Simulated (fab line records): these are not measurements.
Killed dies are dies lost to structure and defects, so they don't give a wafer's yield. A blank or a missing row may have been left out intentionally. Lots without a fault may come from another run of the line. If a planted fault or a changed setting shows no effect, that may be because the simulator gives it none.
Matching of chambers + flow n5Finfet + N5_BEOL_M4_ETCH_63 on rieDiel-04 has 4 sister chambers
The step etches SiARC in CF4, target depth 15.6 nm, time 26 s. 18 wafers are shown with their chamber, then 9 later ones without.

EACH WAFER AND ITS CHAMBER
| wafer  | chamber | drypumpMotorCurrentA (A) | showerheadPlenumPTorr (Torr) | throttleValvePct (%) |
|--------|---------|--------------------------|------------------------------|----------------------|
| L075.4 | 1       | 5.4                      | 2.18                         | 15.60                |
| L075.5 | 3       | 6.0                      | 2.11                         | 15.32                |
| L075.6 | 0       | 5.9                      | 2.06                         | 15.52                |
| L077.3 | 2       | 5.4                      | 2.09                         | 15.27                |
| L077.5 | 1       | 5.5                      | 2.18                         | 15.59                |
| L077.6 | 2       | 5.4                      | 2.09                         | 15.28                |
| L079.1 | 3       | 6.0                      | 2.11                         | 15.34                |
| L079.2 | 1       | 5.4                      | 2.17                         | 15.61                |
| L079.6 | 0       | 5.9                      | 2.06                         | 15.52                |
| L083.1 | 1       | 5.4                      | 2.17                         | 15.60                |
| L083.4 | 3       | 6.0                      | 2.10                         | 15.36                |
| L083.5 | 3       | 6.1                      | 2.10                         | 15.33                |
| L087.3 | 3       | 6.0                      | 2.10                         | 15.36                |
| L087.5 | 0       | 5.9                      | 2.05                         | 15.55                |
| L087.6 | 1       | 5.4                      | 2.17                         | 15.63                |
| L089.1 | 1       | 5.4                      | 2.17                         | 15.63                |
| L089.2 | 0       | 5.9                      | 2.05                         | 15.56                |
| L089.3 | 3       | 6.0                      | 2.10                         | 15.36                |

SIGNATURES (means of the wafers above)
| reading               | chamber 0 | chamber 1 | chamber 2 | chamber 3 | scatter within a chamber |
|-----------------------|-----------|-----------|-----------|-----------|--------------------------|
| drypumpMotorCurrentA  | 5.900     | 5.417     | 5.400     | 6.017     | 0.0345                   |
| showerheadPlenumPTorr | 2.0550    | 2.1733    | 2.0900    | 2.1033    | 0.00512                  |
| throttleValvePct      | 15.5375   | 15.6100   | 15.2750   | 15.3450   | 0.0175                   |
Rule: a wafer's distance from a chamber is the root of the sum, over the readings, of the square of ((its reading less the chamber's mean) divided by the reading's scatter). The wafer belongs to the nearest chamber; if the next one is less than 2 further off, it can't be placed. The scatter: take each reading less its chamber's mean, square it, sum over the shown wafers, divide by the number of wafers less the number of chambers, and take the root.

WAFERS WITH NO CHAMBER GIVEN
| wafer  | drypumpMotorCurrentA (A) | showerheadPlenumPTorr (Torr) | throttleValvePct (%) |
|--------|--------------------------|------------------------------|----------------------|
| L090.1 | 6.0                      | 2.10                         | 15.37                |
| L090.3 | 5.9                      | 2.05                         | 15.56                |
| L090.5 | 5.4                      | 2.17                         | 15.66                |
| L091.2 | 5.9                      | 2.05                         | 15.57                |
| L091.5 | 5.4                      | 2.08                         | 15.32                |
| L091.6 | 6.0                      | 2.10                         | 15.37                |
| L097.2 | 5.4                      | 2.16                         | 15.69                |
| L097.4 | 5.9                      | 2.05                         | 15.61                |
| L097.6 | 5.4                      | 2.16                         | 15.68                |

WHICH CHAMBER EACH WENT THROUGH
| wafer  | from the rows above | in truth |
|--------|---------------------|----------|
| L090.1 | 3                   | 3        |
| L090.3 | 0                   | 0        |
| L090.5 | 1                   | 1        |
| L091.2 | 0                   | 0        |
| L091.5 | 2                   | 2        |
| L091.6 | 3                   | 3        |
| L097.2 | 1                   | 1        |
| L097.4 | 0                   | 0        |
| L097.6 | 1                   | 1        |
Correct placement for 9 of the 9. Can't be placed from these rows: 0. 0 placed wrongly.
